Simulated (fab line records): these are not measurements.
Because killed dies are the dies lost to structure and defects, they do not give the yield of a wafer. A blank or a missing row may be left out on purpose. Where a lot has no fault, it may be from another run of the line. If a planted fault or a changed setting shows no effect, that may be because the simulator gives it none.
Chamber matching ; flow n5_finfet ; cmp-04 running N5_GATE_CUT_CMP_43: 4 sister chambers
The step polishes SiO2. 16 wafers are shown with their chamber, then 8 later ones without.

== EACH WAFER AND ITS CHAMBER ==
wafer;chamber;motor_current_A (A);edge_zone_pressure_frac
L074.2;3;11.4;0.992
L074.4;1;12.4;0.993
L074.5;1;11.6;0.998
L077.2;3;12.0;0.997
L077.4;1;12.0;0.992
L077.6;1;11.5;0.994
L081.1;0;11.2;0.993
L081.4;3;12.1;1.009
L081.6;0;11.0;0.998
L086.2;0;11.3;0.993
L086.3;2;13.2;0.994
L086.6;2;13.3;0.998
L090.2;0;11.0;1.001
L090.3;2;14.3;0.996
L090.6;2;13.5;1.007
L091.2;2;13.1;1.004

SIGNATURES (means of the wafers above)
reading;chamber 0;chamber 1;chamber 2;chamber 3;scatter within a chamber
motor_current_A;11.125;11.875;13.480;11.833;0.386
edge_zone_pressure_frac;0.99625;0.99425;0.99980;0.99933;0.00533
Rule: for each reading, subtract the chamber's mean from the wafer's reading, divide by that reading's scatter and square the result; add these up over the readings and take the root, which gives the wafer's distance from the chamber. The wafer belongs to the nearest chamber; if the next one is less than 2 further off, it can't be placed. How the scatter is found: for the shown wafers, subtract from each reading the mean of its chamber, square and add these, divide the total by (wafers less chambers), then take the root.

== WAFERS WITH NO CHAMBER GIVEN ==
wafer;motor_current_A (A);edge_zone_pressure_frac
L091.3;11.6;1.001
L091.6;11.6;0.995
L092.2;10.6;0.998
L092.3;13.5;1.008
L092.4;12.6;1.000
L096.1;10.6;0.996
L096.3;12.0;1.002
L096.4;11.8;0.999

== CHAMBER TAKEN BY EACH ==
wafer;from the rows above;in truth
L091.3;can't be placed: 3 or 1 or 0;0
L091.6;can't be placed: 1 or 3 or 0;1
L092.2;can't be placed: 0 or 3 or 1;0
L092.3;2;2
L092.4;can't be placed: 3 or 1 or 2 or 0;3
L096.1;can't be placed: 0 or 3 or 1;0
L096.3;can't be placed: 3 or 1 or 0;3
L096.4;can't be placed: 3 or 1 or 0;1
1 of 8 placed correctly. These rows do not allow placing 7 (true chamber among the candidates in 7). 0 placed wrongly.
